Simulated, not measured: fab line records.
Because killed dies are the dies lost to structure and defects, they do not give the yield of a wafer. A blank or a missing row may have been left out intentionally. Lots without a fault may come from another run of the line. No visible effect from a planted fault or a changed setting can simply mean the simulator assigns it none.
The tool behind it: which one? / flow n5-finfet / 10 lots, 30 wafers sampled, at 2 steps of a route of 1938

WHAT EACH GAUGE READ, for each wafer
N5_BEOL_M5_INSPECT_13: inspects for defects (brightfield).
lot=L851; measured=day 9 07:13; on=defect-inspect-01; raw-defect-count=256 302 384
lot=L852; measured=day 9 21:20; on=defect-inspect-02; raw-defect-count=443 547 427
lot=L854; measured=day 10 06:41; on=defect-inspect-02; raw-defect-count=377 241 406
lot=L853; measured=day 10 15:17; on=defect-inspect-02; raw-defect-count=314 381 345
lot=L856; measured=day 11 12:49; on=defect-inspect-02; raw-defect-count=366 382 355
lot=L858; measured=day 13 04:18; on=defect-inspect-01; raw-defect-count=434 444 371
lot=L874; measured=day 16 08:10; on=defect-inspect-02; raw-defect-count=270 208 393
lot=L870; measured=day 17 11:44; on=defect-inspect-01; raw-defect-count=404 432 484
lot=L859; measured=day 17 21:30; on=defect-inspect-02; raw-defect-count=467 304 253
lot=L873; measured=day 17 21:44; on=defect-inspect-01; raw-defect-count=402 298 283

TOOL THAT RAN EACH LOT (tool first, then ch and the chambers of the sampled wafers, then the start)
lot=L851; N5_BEOL_M5_ILD_DEP_00=pecvd-03 ch 1,2, day 9 05:05
lot=L852; N5_BEOL_M5_ILD_DEP_00=pecvd-03 ch 0,1, day 9 19:00
lot=L854; N5_BEOL_M5_ILD_DEP_00=pecvd-03 ch 0, day 10 04:48
lot=L853; N5_BEOL_M5_ILD_DEP_00=pecvd-01 ch 0,1,2, day 10 13:22
lot=L856; N5_BEOL_M5_ILD_DEP_00=pecvd-02 ch 0,1,2, day 11 11:11
lot=L858; N5_BEOL_M5_ILD_DEP_00=pecvd-02 ch 1,2, day 13 02:32
lot=L874; N5_BEOL_M5_ILD_DEP_00=pecvd-02 ch 1,2, day 16 05:20
lot=L870; N5_BEOL_M5_ILD_DEP_00=pecvd-03 ch 0,1,2, day 17 08:19
lot=L859; N5_BEOL_M5_ILD_DEP_00=pecvd-02 ch 0,1,2, day 17 16:37
lot=L873; N5_BEOL_M5_ILD_DEP_00=pecvd-02 ch 0,1,2, day 17 17:46
- N5_BEOL_M5_ILD_DEP_00: deposits SiCOH lowk from DEMS/porogen, target thk 140.64 nm, time 25.9 s.

THE ANSWER, worked out from the rows above alone
Rule: the usual values come from the lots themselves. The widest of any qualifying gaps counts: lots, ordered by their means at a reading, are off when they make up no more than a third of the lots, leave a main group of 4 or more, and stand apart from it by 3 or more times the standard deviation of that group's means. If all means in a main group match to the digits the tables above print for the reading, that group is not used. A lot without any number at a reading at which 4 lots or more have one is off too. The other lots that the step has rows for count as sound.
No lot is off at any reading shown: from this, nothing can be told.

WHAT THE SIMULATOR HAD INSERTED
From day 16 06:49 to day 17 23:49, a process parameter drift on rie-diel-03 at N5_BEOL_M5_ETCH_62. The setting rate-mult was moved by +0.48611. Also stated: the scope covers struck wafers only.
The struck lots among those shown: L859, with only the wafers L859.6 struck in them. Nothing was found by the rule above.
